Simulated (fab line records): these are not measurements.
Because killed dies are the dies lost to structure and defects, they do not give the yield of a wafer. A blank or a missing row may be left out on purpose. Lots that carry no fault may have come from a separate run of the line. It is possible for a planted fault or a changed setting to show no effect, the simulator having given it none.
fab line records | flow nandHarc
[record] lots = 6 wafers = 18 lastDay = 34
route steps=1302 shown A_WL_FILL@959 END@1302
lots untouched by any fault: they come from a run of this same line in which no faults occurred
startH: the number of hours between the record's first day and the start of the first shown wafer of the lot | waitH: time in hours since the lot's previous step | " the same as in the row above | L1.1+2: several wafers, shown together as one row | - either no value or no given start | * or withheld: withheld | < > ~ a bound
route shown NAME@n: NAME is a module with steps in the file, n the number in the route of the first one | usual: mean/standard deviation of fault-free wafers | same: alike in all rows | chamber/n: place in a boat | sites: per-site readings | _std_site: standard deviation across them | _edge_site: mean of outer sites minus mean of inner sites | radiusMm: how far each site lies from the wafer's centre | mask NAME#n: copy n | behind: the last tool/chamber to shape the wafer | hold: what put the lot on hold/how long, in hours/how the hold closed | device: whichever transistor did not switch (one of n, p or np) | end of line: at the end of the route, the tests of the same wafers | a step with no rows: only its recipe | killed: count of dies lost to structure and defects at first sort (not the wafer's yield) | map: per-die view of a wafer (x killed, . not killed, _ where there is no die)
set.NAME: the setting the step ran with; set.NAME@STEP: the setting that earlier step ran with | model.NAME: the simulator's own value behind a step, which no gauge read
certain route steps with their lots: each step a table, each wafer a row
services: the hour from which a tool's chamber was out of use, counted from the record's first day as startH (under 0 if before that day), plus the number of hours and why
[[steps]]
[step NHARC_A_WL_FILL_STRIP_27]
[recipe] powerW = 1500 tempC = 250 timeS = 20 chemistry = N2/H2
[usual] drypumpMotorCurrentA = 5.89/0.23 heaterPowerW = 297/28
// columns lot.wafer tool chamber startH waitH drypumpMotorCurrentA heaterPowerW rfHoursCounterH
L334.1 plasmaAsher-02 1 523.69 0.1 5.74 288 17
L334.3 " 0 " " 6.21 276 -
L334.6 " 0 " " 6.21 277 -
L335.1 plasmaAsher-02 1 527.27 0.4 5.72 291 19
L335.3 " 1 " " 5.72 288 -
L335.6 " 1 " " 5.72 294 -
L337.1 plasmaAsher-02 1 538.05 0.1 5.71 292 22
L337.2 " 0 " " 6.18 276 22
L337.3 " 0 " " 6.16 274 -
L338.2 plasmaAsher-02 0 555.29 0.1 6.20 274 25
L338.3 " 0 " " 6.20 276 -
L338.6 " 0 " " 6.18 279 -
L348.3 plasmaAsher-02 0 656.82 0.2 6.20 271 -
L348.5 " 1 " " 5.73 299 -
L348.6 " 0 " " 6.18 260 -
L350.2 plasmaAsher-02 1 675.22 0.2 5.74 290 15
L350.3 " 1 " " 5.75 293 -
L350.6 " 1 " " 5.74 297 -
[step NHARC_A_WL_FILL_STRIP_28]
[recipe] timeS = 1200 tempC = 72.5 chemistry = postEtchResidueRemover
[step NHARC_A_WL_FILL_PRECLEAN_06]
[recipe] timeS = 300 chemistry = DIW
[step NHARC_A_WL_FILL_SRD_07]
[step NHARC_A_WL_FILL_ANNEAL_08]
[recipe] tempC = 450 timeS = 1800
[step NHARC_A_WL_FILL_ALD_10]
[recipe] targetThkA = 500 pulseTimeS = 10 aldCycles = 500 tempC = 300 material = SiO2
[usual] heaterPowerW = 479/40 precursorPulseHeightRel = 0.999/0.021
// columns lot.wafer tool chamber startH waitH heaterPowerW precursorPulseHeightRel
L334.1 aldHk-01 0 530.05 1.1 467 1.006
L334.3 " 1 " " 525 0.993
L334.6 " 2 " " 450 0.997
L335.1 aldHk-03 0 533.07 0.1 497 0.964
L335.3 " 1 " " 419 0.994
L335.6 " 1 535.66 2.6 432 1.006
L337.3 aldHk-01 1 543.35 0.1 533 1.007
L337.2 " 3 544.36 1.1 431 0.982
L337.1 " 0 " " 466 1.012
L338.2 aldHk-03 3 561.73 1.1 470 1.019
L338.3 " 0 " " 504 0.987
L338.6 " 2 563.30 2.6 522 0.994
L348.3 aldHk-01 2 664.36 1.9 432 1.016
L348.6 " 3 " " 456 1.029
L348.5 " 0 " " 453 0.987
L350.3 aldHk-02 2 680.77 0.6 452 1.013
L350.2 " 0 681.80 1.6 585 0.998
L350.6 " 1 " " 542 1.003
[step NHARC_A_WL_FILL_ETCHBACK_16]
[recipe] targetDepthA = 1200 timeS = 24 c4f8FlowSccm = withheld o2FlowSccm = 8 arFlowSccm = withheld rfW = 600 biasW = 800 chemistry = C4F8/O2/Ar
[usual] biasW = 800.0/2.3 oesProductAu = 0.994/0.021 rfVppV = 723/3.8
// columns lot.wafer tool chamber startH waitH biasW oesProductAu rfHoursCounterH rfVppV
L334.1 rieDiel-13 1 - - 799.5 1.000 0 728
L334.3 " 0 " " 803.7 0.993 0 720
L334.6 " 1 " " 796.9 0.984 - 729
L335.3 rieDiel-13 2 - - 798.2 1.008 0.3 727
L335.1 " 0 " " 798.1 0.987 0.5 719
L335.6 " 1 " " 802.6 1.009 - 728
L337.2 rieDiel-05 3 - - 798.7 1.015 3.0 724
L337.3 " 0 " " 799.2 0.999 2.9 720
L337.1 " 1 " " 798.5 1.024 3.2 721
L338.3 rieDiel-13 3 - - 801.4 0.993 1.2 720
L338.2 " 0 " " 804.7 0.972 1.5 719
L338.6 " 2 " " 801.8 0.997 - 728
L348.3 rieDiel-13 0 - - 796.8 1.003 4.6 719
L348.5 " 1 " " 802.7 0.991 - 727
L348.6 " 2 " " 802.4 1.014 - 727
L350.3 rieDiel-04 0 - - 797.8 1.003 7.4 721
L350.2 " 3 " " 798.7 0.992 7.4 722
L350.6 " 0 " " 803.4 1.000 - 722
[step NHARC_A_WL_FILL_STRIP_29]
[recipe] timeS = 20 o2FlowSccm = 500 arFlowSccm = 0 biasW = 0 chemistry = O2
[step NHARC_A_WL_FILL_ETCHBACK_17]
[recipe] targetDepthA = 40 timeS = 26.7 chemistry = Cl2/BCl3
[usual] drypumpMotorCurrentA = 5.48/0.26 oesProductAu = 1.001/0.012
// columns lot.wafer tool chamber startH waitH drypumpMotorCurrentA oesProductAu rfHoursCounterH
L334.1 rieMetal-02 0 533.87 - 5.96 1.028 1.4
L334.3 " 0 " " 5.98 1.022 -
L334.6 " 1 " " 5.44 1.015 -
L335.1 rieMetal-02 0 538.00 - 5.94 1.021 1.5
L335.3 " 1 " " 5.44 1.011 -
L335.6 " 1 " " 5.43 1.020 -
L337.1 rieMetal-03 1 548.13 - 5.21 1.007 0.5
L337.2 " 0 " " 5.60 0.989 0.5
L337.3 " 1 " " 5.21 1.001 -
L338.2 rieMetal-01 0 565.57 - 5.12 1.005 3.2
L338.3 " 1 " " 5.70 0.984 -
L338.6 " 0 " " 5.14 1.002 -
L348.3 rieMetal-01 1 667.69 - 5.69 0.999 -
L348.6 " 1 " " 5.72 0.995 -
L348.5 " 0 " " 5.14 0.990 -
L350.2 rieMetal-03 0 685.08 - 5.62 0.994 2.9
L350.3 " 0 " " 5.63 0.993 -
L350.6 " 1 " " 5.21 1.004 -
[step NHARC_A_WL_FILL_PRECLEAN_18]
[recipe] timeS = 30 chemistry = dHF
[step NHARC_A_WL_FILL_SRD_21]
[step NHARC_A_WL_FILL_CVD_23]
[recipe] targetThkA = 400 tempC = 620 pressureMtorr = 200 timeS = 800 material = poly-Si
// columns lot.wafer tool chamber startH waitH
L334.1+3+6 lpcvdPoly-02 0 536.52 2.4
L335.1+3+6 lpcvdPoly-03 0 540.52 2.3
L337.1+2+3 lpcvdPoly-04 0 550.81 2.4
L338.2+3+6 lpcvdPoly-02 0 568.23 2.4
L348.3+5+6 lpcvdPoly-04 0 700.31 32.4
L350.2+3+6 lpcvdPoly-02 0 717.71 32.4
[step NHARC_A_WL_FILL_ETCHBACK_26]
[recipe] targetDepthA = 520 timeS = 13.3 hbrFlowSccm = 150 rfW = 350 icpW = 350 biasW = 60 chemistry = HBr
[usual] biasW = 60.00/0.15 drypumpMotorCurrentA = 5.6/0.41 oesProductAu = 0.994/0.013 throttleValvePct = 23.265/0.0094
// columns lot.wafer tool chamber startH waitH biasW drypumpMotorCurrentA oesProductAu rfHoursCounterH throttleValvePct
L334.1 rieSi-01 1 539.10 0.4 60.16 5.9 0.987 1.1 23.257
L334.3 " 2 " " 60.04 4.9 1.025 1.0 23.264
L334.6 " 0 " " 60.17 5.6 0.994 - 23.272
L335.3 rieSi-01 0 543.09 0.4 60.05 5.6 0.989 1.1 23.275
L335.1 " 2 " " 60.39 4.9 1.026 1.1 23.270
L335.6 " 1 " " 59.96 5.9 0.973 - 23.252
L337.1 rieSi-04 0 553.32 0.4 60.12 6.8 0.997 0.2 23.263
L337.3 " 1 " " 59.94 6.0 0.999 0.1 23.270
L337.2 " 2 " " 59.91 5.7 0.988 0.1 23.282
L338.3 rieSi-04 3 570.80 0.4 59.76 5.5 1.015 0.2 23.261
L338.2 " 1 " " 60.15 6.0 0.998 0.3 23.273
L338.6 " 0 " " 59.99 6.8 1.000 - 23.254
L348.3 rieSi-06 0 702.89 0.4 60.13 5.8 1.008 0.4 23.273
L348.6 " 3 " " 60.16 5.4 0.993 - 23.256
L348.5 " 0 " " 59.79 5.8 1.006 - 23.253
L350.3 rieSi-01 1 720.30 0.4 60.01 5.9 0.988 0.7 23.285
L350.2 " 3 " " 59.96 5.5 0.993 1.0 23.256
L350.6 " 0 " " 60.29 5.6 0.983 - 23.267
[step NHARC_END_SORT_01]
[recipe] tempC = 25
[usual] killedAtArray = 59/21 killedAtOther = 1.0/1.1 killedAtPeriphery = 4.0/2.6 killedDies = 64/21 killedOpen = 3.2/1.7 killedShort = 2.5/1.5
[same] grossDies = 677
// columns lot.wafer tool chamber startH waitH killedAtArray killedAtOther killedAtPeriphery killedDies killedOpen killedShort
L348.3 prober-01 0 783.79 3.0 52 0 4 56 4 5
L348.5 prober-01 0 785.36 3.6 48 1 1 50 4 1
L348.6 prober-01 0 786.15 3.9 49 0 6 55 4 1
L350.2 prober-02 0 804.98 2.8 44 4 2 50 1 0
L350.3 prober-02 0 805.78 3.1 48 2 2 52 2 0
L350.6 prober-02 0 808.19 4.0 50 1 5 56 1 6
// killed by level:class
L348.3 A_CHANNEL_HOLE_D2:chamberFilmFlake=26 A_CHANNEL_HOLE_D1:chamberFilmFlake=9 A_CONTACT:chamberFilmFlake=6 A_SLIT:chamberFilmFlake=4 A_CHANNEL_FILL_D1:geometricParticle:open=2 P_M1:chamberFilmFlake=2 P_M0:geometricParticle:open=1 P_M0:geometricParticle:short=1
L348.5 A_CHANNEL_HOLE_D2:chamberFilmFlake=20 A_CHANNEL_HOLE_D1:chamberFilmFlake=10 A_SLIT:chamberFilmFlake=7 A_STAIRCASE:chamberFilmFlake=4 A_CONTACT:chamberFilmFlake=2 A_SOURCE_PLATE:geometricParticle:open=1 A_CHANNEL_FILL_D1:geometricParticle:open=1 A_BLC:geometricParticle:open=1
L348.6 A_CHANNEL_HOLE_D2:chamberFilmFlake=20 A_CHANNEL_HOLE_D1:chamberFilmFlake=9 A_SLIT:chamberFilmFlake=9 P_M1:chamberFilmFlake=3 A_CONTACT:chamberFilmFlake=3 A_SOURCE_PLATE:geometricParticle:open=2 A_STAIRCASE:chamberFilmFlake=2 P_M0:geometricParticle:short=1
L350.2 A_SLIT:chamberFilmFlake=32 A_STAIRCASE:chamberFilmFlake=4 THIN_TSV:chamberFilmFlake=4 A_CONTACT:chamberFilmFlake=3 P_M0:chamberFilmFlake=2 A_CHANNEL_FILL_D1:chamberFilmFlake=1 A_CONTACT:geometricParticle:open=1 A_ZERO_WELL:chamberFilmFlake=1
L350.3 A_SLIT:chamberFilmFlake=36 A_CONTACT:chamberFilmFlake=5 A_CHANNEL_HOLE_D2:chamberFilmFlake=2 A_STAIRCASE:chamberFilmFlake=2 THIN_TSV:chamberFilmFlake=2 A_SOURCE_PLATE:geometricParticle:open=1 A_ONON_D1:geometricParticle:open=1 P_ZERO_WELL:chamberFilmFlake=1
L350.6 A_SLIT:chamberFilmFlake=33 A_CHANNEL_HOLE_D1:chamberFilmFlake=3 A_CONTACT:chamberFilmFlake=3 A_WL_FILL:geometricParticle:short=2 P_GATE:chamberFilmFlake=2 P_M0:chamberFilmFlake=2 A_CHANNEL_FILL_D1:chamberFilmFlake=2 P_CONTACT:geometricParticle:short=1
[[services]]
// columns tool chamber startH hours kind
rieSi-01 - 502.19 0.1 repair
rieDiel-13 2 503.20 3.3 repair
rieMetal-03 - 519.00 9.0 pm
rieSi-04 - 519.00 9.0 pm
rieDiel-13 - 519.01 9.0 pm
rieSi-01 - 520.89 0.3 repair
rieMetal-01 1 523.84 13.6 repair
rieSi-04 - 528.26 0.2 repair
rieDiel-13 1 539.78 3.1 repair
rieSi-01 - 547.00 9.0 pm
rieSi-04 3 552.36 6.8 repair
aldHk-03 - 558.96 0.7 repair
aldHk-03 - 568.19 10.0 pm
rieMetal-03 - 571.65 0.6 repair
rieMetal-01 - 575.00 9.0 pm
plasmaAsher-02 - 603.13 9.0 pm
rieSi-01 0 625.52 21.1 repair
rieSi-01 1 633.65 23.2 repair
rieSi-01 2 635.85 2.0 repair
aldHk-01 - 652.80 10.0 pm
rieSi-01 2 666.33 1.9 repair
rieDiel-13 1 669.50 8.3 repair
rieDiel-13 - 696.01 9.0 pm
rieSi-01 - 699.37 0.7 repair
[[key]]
[firstSign] step = NHARC_A_WL_FILL_CVD_23 reading = waitH direction = changed
effect none on later readings
metAt NHARC_A_WL_FILL_CVD_23
struckWafers L348.3,L348.5,L348.6,L350.2,L350.3,L350.6
testerLeftOut L348,L350
[fault] kind = queueTimeViolation tool = lpcvdPoly-02,lpcvdPoly-03,lpcvdPoly-04 chamber = 0 onsetH = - steps = NHARC_A_WL_FILL_CVD_23 delayHr = 30 scope = struckLotsOnly
// testerLeftOut: of these lots the tester's yield and bins aren't shown, on N5 and GAA mostly nor the transistor test; their killed dies are dies lost to structure and defects alone, not to doping, threshold or leakage, so they don't give the yield
